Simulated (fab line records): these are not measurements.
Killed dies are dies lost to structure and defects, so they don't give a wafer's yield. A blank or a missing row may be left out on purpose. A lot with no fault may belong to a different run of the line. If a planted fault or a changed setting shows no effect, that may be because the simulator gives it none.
Struck lot and sound lot, side by side ; flow nand harc ; 41 steps out of a route of 1159
Sound: these wafers, L450.2, L450.3, L450.5. Struck: wafers L466.2, L466.6 (left out: L466.5, a lot-mate that was not struck); the cause follows at the end.
For every step that has rows: the tool of each side, followed by ch and its chambers, followed by its first start. Under that, the readings that differ: sound wafers ; struck wafers ; difference of the means ; sigmas: that difference in standard deviations of wafers without a fault.
alike: words and numbers the same on both sides, and readings whose means are apart by under 2 such deviations; not compared: readings that were withheld, readings missing a value for some wafer, numbers with overlapping values and no deviation given by the record, and bounds like >300 which may hide the same value.
Wherever a step has rows on one side only, a row that says differs or no value, or a row with sigmas, the two part there. Non-overlapping numbers with no deviation appear without sigmas and do not part them. A reading missing from all wafers of one side parts the sides only when that side holds two or more wafers.

NHARC_P_M2_OVL_MEAS_10: pitch 340 nm.
  struck on overlay-01, day 10 05:23; sound on overlay-01, day 6 09:37
  alike: overlay x nm, overlay y nm
NHARC_P_M2_INSPECT_11:
  struck on defect inspect-02, day 10 05:25; sound on defect inspect-02, day 6 09:39
  alike: raw defect count
then, 1 step without rows for these wafers: NHARC_P_M2_DESCUM_14 (chemistry O2, time 3 s).
NHARC_P_M2_ETCH_35: etches the open film in N2/H2, target depth 40 nm, overetch 12 nm, time 43.94 s.
  sound on rie diel-01 ch 0,1,2, day 6 10:03; struck on rie diel-01 ch 0, day 10 05:34
  alike: bias w, drypump motor current A, oes product au, rf vpp V, showerhead plenum p Torr, throttle valve pct
  not compared: rf hours counter h
then, 1 step without rows for these wafers: NHARC_P_M2_ETCH_15 (etches the open film in C4F8/Ar, target depth 182.5 nm, time 91.2 s).
NHARC_P_M2_CD_MEAS_16:
  struck on cd sem-03, day 10 05:47; sound on cd sem-02, day 6 10:19
  alike: cd nm
then, 1 step without rows for these wafers: NHARC_P_M2_STRIP_18 (strips in N2/H2).
NHARC_P_M2_ETCH_28: etches the open film in CF4/N2, target depth 30 nm, time 72.99 s.
  sound: rie diel-01 ch 0,1,3; struck: rie diel-08 ch 1,2
  alike: bias w, drypump motor current A, oes product au, rf vpp V, showerhead plenum p Torr, throttle valve pct
  not compared: rf hours counter h
then, 2 steps without rows for these wafers: NHARC_P_M2_STRIP_19 (strips in post etch residue remover, time 600 s); NHARC_P_M2_DEGAS_29 (time 60 s).
NHARC_P_M2_PRE_CLEAN_30: time 30 s.
  sound on pvd sputter-02; struck on pvd sputter-03
  alike: heater power w
then, 1 step without rows for these wafers: NHARC_P_M2_PVD_20 (deposits TaN, target thk 5 nm, time 8.06 s).
NHARC_P_M2_PVD_21: deposits Cu, target thk 30 nm, time 20.49 s.
  struck on pvd sputter-03, day 10 06:44; sound on pvd sputter-02, day 6 11:29
  alike: throttle valve pct
then, 4 steps without rows for these wafers: NHARC_P_M2_ECD_22 (material Cu, target thk 400 nm); NHARC_P_M2_ANNEAL_31 (time 90 s); NHARC_P_M2_CMP_23 (polishes, t overpolish 20 s, target thk 144.3 nm); NHARC_P_M2_SRD_25.
NHARC_P_M2_INSPECT_27:
  struck on defect inspect-01, day 10 08:17; sound on defect inspect-01, day 6 12:49
  alike: raw defect count
NHARC_P_M2_PRE_CLEAN_32: time 12 s.
  sound on pecvd-03 ch 1,2, day 6 12:53; struck on pecvd-01 ch 0,2, day 10 08:23
  alike: heater power w
then, 2 steps without rows for these wafers: NHARC_P_M2_DEP_33 (deposits SiCN, target thk 30 nm); NHARC_P_BONDPAD_DEP_00 (deposits SiCN, target thk 250 nm).
NHARC_P_BONDPAD_CMP_32: polishes SiCN, target thk 200 nm.
  the record has rows for the sound wafers here (cmp-03 ch 2,3, day 6 13:47) and none for the struck ones
NHARC_P_BONDPAD_THK_MEAS_33: measures by ellipsometry.
  the record holds rows for the sound wafers here (film metro-01, day 6 14:01) but none for the struck ones
then, 10 steps without rows for these wafers: NHARC_P_BONDPAD_SRD_34; NHARC_P_BONDPAD_DEHYDRATE_01 (time 120 s); NHARC_P_BONDPAD_HMDS_02 (time 30 s); NHARC_P_BONDPAD_COAT_36 (time 65 s); NHARC_P_BONDPAD_COAT_03 (resist thk 600 nm); NHARC_P_BONDPAD_SOFTBAKE_04 (time 70 s); NHARC_P_BONDPAD_EBR_05; NHARC_P_BONDPAD_EXPOSE_06 (exposes mask P BPAD); NHARC_P_BONDPAD_PEB_07 (peb time 80 s); NHARC_P_BONDPAD_DEVELOP_08 (time 50 s).
NHARC_P_BONDPAD_CD_MEAS_09 targets a cd of 500 nm.
  the record has rows for the sound wafers here (cd sem-02 ch 0, day 6 14:35) and none for the struck ones
NHARC_P_BONDPAD_OVL_MEAS_38:
  the record holds rows for the sound wafers here (overlay-02, day 6 14:41) but none for the struck ones
then, 4 steps without rows for these wafers: NHARC_P_BONDPAD_HARDBAKE_10 (time 65 s); NHARC_P_BONDPAD_DESCUM_11 (chemistry O2, time 3 s); NHARC_P_BONDPAD_ETCH_37 (etches the open film in N2/H2, target depth 60 nm, overetch 18 nm, time 65.91 s); NHARC_P_BONDPAD_ETCH_12 (etches the open film in CHF3/O2, target depth 200 nm, time 100 s).
NHARC_P_BONDPAD_CD_MEAS_13:
  the record holds rows for the sound wafers here (cd sem-03, day 6 15:07) but none for the struck ones
-- break in the record here, with 13 days between the starts of the struck wafers on either side (left off in module P_BONDPAD, picked up again in module END, where the first step shown is number 1159 on the route) --
NHARC_END_SORT_01:
  sound on prober-01 ch 0, day 20 04:27; struck on prober-02 ch 0, day 23 17:31
reading;sound;struck;difference;sigmas
defect limited yield (%);97.8 97.2 97.6;0 0;-98;-65
killed at periphery;3 4 4;664 670;+663;+99 or more
killed dies;15 19 16;677 677;+660;+66
sort_bin_2_pct (%);0.7 0.4 0.7;97.9 98.7;+97.7;+99 or more
sort n pass;662 658 661;0 0;-660;-66
sort rim yield pct (%);96 98 99;0 0;-98;-31
sort yield pct (%);97.8 97.2 97.6;0 0;-98;-65
  alike: killed at array, killed at other, killed open, killed short, sort_bin_3_pct, sort_bin_4_pct

## WHERE THEY PART
Earliest at NHARC_P_BONDPAD_CMP_32; latest, in this record, at NHARC_END_SORT_01.

WHY: what had been put in by the simulator
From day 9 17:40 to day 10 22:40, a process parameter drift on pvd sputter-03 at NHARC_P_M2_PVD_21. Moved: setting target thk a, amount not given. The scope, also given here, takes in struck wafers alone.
